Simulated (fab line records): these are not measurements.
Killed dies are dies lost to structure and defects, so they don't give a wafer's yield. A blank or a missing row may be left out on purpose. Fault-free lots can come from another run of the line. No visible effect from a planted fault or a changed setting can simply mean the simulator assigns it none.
Chamber matching || flow nand-harc || rie-diel-06 running NHARC_A_STAIRCASE_TRIM_20: 4 sister chambers
The step chemistry O2, time 211.2 s. 4 wafers are shown with their chamber, then 12 later ones without.

== EACH WAFER AND ITS CHAMBER ==
{"wafer": "L086.5", "chamber": 0, "showerhead-plenum-p-Torr (Torr)": 3.41}
{"wafer": "L092.2", "chamber": 2, "showerhead-plenum-p-Torr (Torr)": 3.79}
{"wafer": "L092.3", "chamber": 1, "showerhead-plenum-p-Torr (Torr)": 3.55}
{"wafer": "L092.6", "chamber": 3, "showerhead-plenum-p-Torr (Torr)": 3.29}

== WAFERS WITHOUT THEIR CHAMBER ==
{"wafer": "L094.2", "showerhead-plenum-p-Torr (Torr)": 3.40}
{"wafer": "L094.4", "showerhead-plenum-p-Torr (Torr)": 3.54}
{"wafer": "L094.6", "showerhead-plenum-p-Torr (Torr)": 3.79}
{"wafer": "L097.1", "showerhead-plenum-p-Torr (Torr)": 3.29}
{"wafer": "L097.2", "showerhead-plenum-p-Torr (Torr)": 3.79}
{"wafer": "L097.5", "showerhead-plenum-p-Torr (Torr)": 3.40}
{"wafer": "L096.1", "showerhead-plenum-p-Torr (Torr)": 3.54}
{"wafer": "L096.2", "showerhead-plenum-p-Torr (Torr)": 3.40}
{"wafer": "L096.6", "showerhead-plenum-p-Torr (Torr)": 3.54}
{"wafer": "L096.3", "showerhead-plenum-p-Torr (Torr)": 3.79}
{"wafer": "L096.4", "showerhead-plenum-p-Torr (Torr)": 3.29}
{"wafer": "L096.5", "showerhead-plenum-p-Torr (Torr)": 3.40}

== EACH ONE'S CHAMBER ==
{"wafer": "L094.2", "from the rows above": 0, "in truth": 0}
{"wafer": "L094.4", "from the rows above": 1, "in truth": 1}
{"wafer": "L094.6", "from the rows above": 2, "in truth": 2}
{"wafer": "L097.1", "from the rows above": 3, "in truth": 3}
{"wafer": "L097.2", "from the rows above": 2, "in truth": 2}
{"wafer": "L097.5", "from the rows above": 0, "in truth": 0}
{"wafer": "L096.1", "from the rows above": 1, "in truth": 1}
{"wafer": "L096.2", "from the rows above": 0, "in truth": 0}
{"wafer": "L096.6", "from the rows above": 1, "in truth": 1}
{"wafer": "L096.3", "from the rows above": 2, "in truth": 2}
{"wafer": "L096.4", "from the rows above": 3, "in truth": 3}
{"wafer": "L096.5", "from the rows above": 0, "in truth": 0}
Correctly placed: 12 of 12. Not placeable from these rows: 0. Placed wrongly: 0.
How it was worked out, from the rows above alone: a wafer's distance from a chamber is the root of the sum, over the readings, of the square of ((its reading less the chamber's mean) divided by the reading's scatter). The wafer belongs to the nearest chamber; if the next one is less than 2 further off, it can't be placed. A chamber's mean is the mean of its shown wafers. The scatter: with one shown wafer a chamber, the root of the mean of the squares of how far each hidden wafer lies from its nearest shown one.
